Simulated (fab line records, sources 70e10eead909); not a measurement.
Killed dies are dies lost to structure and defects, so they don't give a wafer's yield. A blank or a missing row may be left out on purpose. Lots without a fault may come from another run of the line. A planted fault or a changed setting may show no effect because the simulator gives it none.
A struck lot beside a sound one | flow nand_harc | 15 steps out of a route of 1302
Sound: wafers L804.1, L804.2, L804.5. Struck: wafers L808.1, L808.3. The cause comes at the end.
At each step with rows: each side's tool, then ch and its chambers, then its first start. Under that, the readings that differ: sound wafers | struck wafers | difference of the means | sigmas: that difference in standard deviations of wafers without a fault.
alike: readings whose means differ by less than 2 such deviations, and words and numbers that are the same on both sides. not compared: withheld readings, readings that some wafer has no value for, bounds like >300 that may hide the same value, and numbers for which the record gives no deviation and whose values overlap.
The two part at a step that has a row with sigmas, a row that says differs or no value, or rows on one side only. Numbers that don't overlap but have no deviation are shown without sigmas and don't part them. A reading that every wafer of one side lacks parts them only if that side has two wafers or more.

first, 4 steps without rows for these wafers: NHARC_P_GATE_EBR_22; NHARC_P_GATE_EXPOSE_23 (exposes mask P GATE, target cd 120 nm); NHARC_P_GATE_PEB_24 (peb time 65 s); NHARC_P_GATE_DEVELOP_25 (develop time 35 s).
NHARC_P_GATE_CD_MEAS_26: target cd 120 nm.
  sound on cd_sem-02 ch 0, day 5 08:49; struck on cd_sem-02 ch 0, day 7 06:04
  alike: cd_nm
NHARC_P_GATE_OVL_MEAS_27:
  sound on overlay-02, day 5 08:55; struck on overlay-02, day 7 06:09
  alike: overlay_x_nm, overlay_y_nm
NHARC_P_GATE_INSPECT_28:
  sound on defect_inspect-02, day 5 08:56; struck on defect_inspect-01, day 7 06:11
  alike: raw_defect_count
NHARC_P_GATE_DESCUM_31: chemistry O2, time 3 s.
  sound on rie_diel-10 ch 0,2,3, day 5 09:01; struck on rie_diel-10 ch 0,2, day 7 06:16
  alike: drypump_motor_current_A, oes_product_au, rf_vpp_V, showerhead_plenum_p_Torr, throttle_valve_pct
  not compared: rf_hours_counter_h
NHARC_P_GATE_ETCH_104: etches the open film in CF4/CHF3, target depth 60 nm.
  sound on rie_diel-10 ch 1,2, day 5 09:05; struck on rie_diel-10 ch 0,2, day 7 06:22
  alike: drypump_motor_current_A, oes_product_au, rf_vpp_V, showerhead_plenum_p_Torr, throttle_valve_pct
NHARC_P_GATE_HM_OPEN_105: chemistry O2/COS, target depth 360 nm.
  sound on rie_diel-10 ch 1,2; struck on rie_diel-10 ch 0,1
  reading               | sound             | struck      | difference | sigmas
  oes_product_au (a.u.) | 1.021 1.012 1.007 | 0.991 0.998 | -0.019     | -2
  alike: drypump_motor_current_A, rf_vpp_V, showerhead_plenum_p_Torr, throttle_valve_pct
  not compared: rf_hours_counter_h
then, 1 step without rows for these wafers: NHARC_P_GATE_STRIP_106 (strips in O2/COS).
NHARC_P_GATE_ETCH_114: etches the open film in CF4/O2, target depth 30 nm, overetch 3 nm, time 16.5 s.
  sound on rie_diel-10 ch 0,1,3; struck on rie_diel-10 ch 1,2
  alike: drypump_motor_current_A, oes_product_au, rf_vpp_V, showerhead_plenum_p_Torr, throttle_valve_pct
  not compared: rf_hours_counter_h
NHARC_P_GATE_ETCH_32: etches the open film in HBr/Cl2, target depth 150 nm, time 100.1 s.
  sound on rie_si-05 ch 0,2,3, day 5 09:30; struck on rie_si-06 ch 2,3, day 7 06:47
  reading        | sound | struck        | difference | sigmas
  over_etch_frac | 1 1 1 | 1.9157 1.9157 | +0.9157    |
  alike: drypump_motor_current_A, mfc_cl2_sccm, oes_product_au, throttle_valve_pct
  not compared: rf_hours_counter_h
NHARC_P_GATE_STRIP_108: strips in O2.
  sound on rie_diel-10 ch 0,1, day 5 09:38; struck on rie_diel-06 ch 2,3, day 7 06:56
  reading               | sound             | struck      | difference | sigmas
  oes_product_au (a.u.) | 1.015 1.000 1.011 | 0.993 0.972 | -0.026     | -3
  alike: drypump_motor_current_A, rf_vpp_V, showerhead_plenum_p_Torr, throttle_valve_pct
  not compared: rf_hours_counter_h
-- the record jumps here: 20 days lie between the struck wafers' starts before and after (it left off in module P_GATE and takes up again in module END, whose first step shown is number 1302 of the route) --
NHARC_END_SORT_01:
  the record has rows for the struck wafers here (prober-01 ch 0, day 27 05:44) and none for the sound ones

WHERE THEY PART
First at NHARC_P_GATE_HM_OPEN_105; last, within this record, at NHARC_END_SORT_01.

WHY: what the simulator had put in
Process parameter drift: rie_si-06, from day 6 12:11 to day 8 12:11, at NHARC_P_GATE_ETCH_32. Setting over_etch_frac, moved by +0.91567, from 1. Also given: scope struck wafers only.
